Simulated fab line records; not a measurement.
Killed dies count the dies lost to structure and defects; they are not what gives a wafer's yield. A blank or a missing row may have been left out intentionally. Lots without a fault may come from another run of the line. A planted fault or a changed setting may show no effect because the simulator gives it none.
Comparing a struck lot with a sound one	flow nand-harc	14 out of 1302 route steps
Sound: these wafers, L381.2, L381.3, L381.6. The struck wafers were L374.3, L374.4, L374.6. The cause is named last.
At each step with rows: each side's tool, then ch and its chambers, then its first start. Under that, the readings that differ: sound wafers	struck wafers	difference of the means	sigmas: that difference in standard deviations of wafers without a fault.
alike: a reading whose means differ by less than 2 such deviations, as well as words and numbers matching on both sides. not compared: withheld readings; readings where some wafer has no value; bounds like >300 that might hide an equal value; numbers whose values overlap and for which the record gives no deviation.
A row with sigmas, a row that says differs or no value, or rows on one side alone: a step with any of these is where the two part. Numbers that don't overlap but have no deviation are shown without sigmas and don't part them. A reading that every wafer of one side lacks parts them only if that side has two wafers or more.

NHARC_A_STAIRCASE_ETCH_169: etches the open film in CH3F/O2, target depth 50 nm, time 107.1 s.
  sound on rie-diel-01 ch 1,2,3, day 23 09:23; struck on rie-diel-01 ch 0,2,3, day 20 08:05
  alike: drypump-motor-current-A, oes-product-au, rf-vpp-V, showerhead-plenum-p-Torr, throttle-valve-pct
  not compared: rf-hours-counter-h
NHARC_A_STAIRCASE_ETCH_170: etches the open film in C4F6/O2, target depth 200 nm, time 66.667 s.
  sound on rie-diel-01 ch 0,2; struck on rie-diel-01 ch 0,1
  alike: drypump-motor-current-A, oes-product-au, rf-vpp-V, showerhead-plenum-p-Torr, throttle-valve-pct
  not compared: rf-hours-counter-h
NHARC_A_STAIRCASE_STRIP_171: strips in O2.
  sound on plasma-asher-02 ch 0, day 23 09:38; struck on plasma-asher-01 ch 0,1, day 20 08:24
  alike: drypump-motor-current-A, heater-power-w
  not compared: rf-hours-counter-h
then, 9 steps without rows for these wafers: NHARC_A_STAIRCASE_STRIP_172 (strips in SPM, time 900 s); NHARC_A_STAIRCASE_PRECLEAN_173 (cleans in SC1); NHARC_A_STAIRCASE_SRD_174; NHARC_A_STAIRCASE_DEHYDRATE_01 (time 120 s); NHARC_A_STAIRCASE_HMDS_02 (time 30 s); NHARC_A_STAIRCASE_COAT_03; NHARC_A_STAIRCASE_SOFTBAKE_04 (time 170 s); NHARC_A_STAIRCASE_EBR_05; NHARC_A_STAIRCASE_EXPOSE_06 (exposes mask STAIR).
NHARC_A_STAIRCASE_PEB_07: peb time 130 s.
  struck on litho-track-03, day 20 09:30; sound on litho-track-05 ch 0, day 23 10:48
  no value came back on the struck wafers for chill-plate-temp-C (C), exhaust-pa (Pa), heater-power-total-W (W), peb-time-s (s); on the sound wafers chill-plate-temp-C (C) reads 23.03 23.10 23.09
then, 1 step without rows for these wafers: NHARC_A_STAIRCASE_DEVELOP_08 (time 140 s).

## WHERE THEY PART
NHARC_A_STAIRCASE_PEB_07 only, going by this record.

WHY: what the simulator had put in
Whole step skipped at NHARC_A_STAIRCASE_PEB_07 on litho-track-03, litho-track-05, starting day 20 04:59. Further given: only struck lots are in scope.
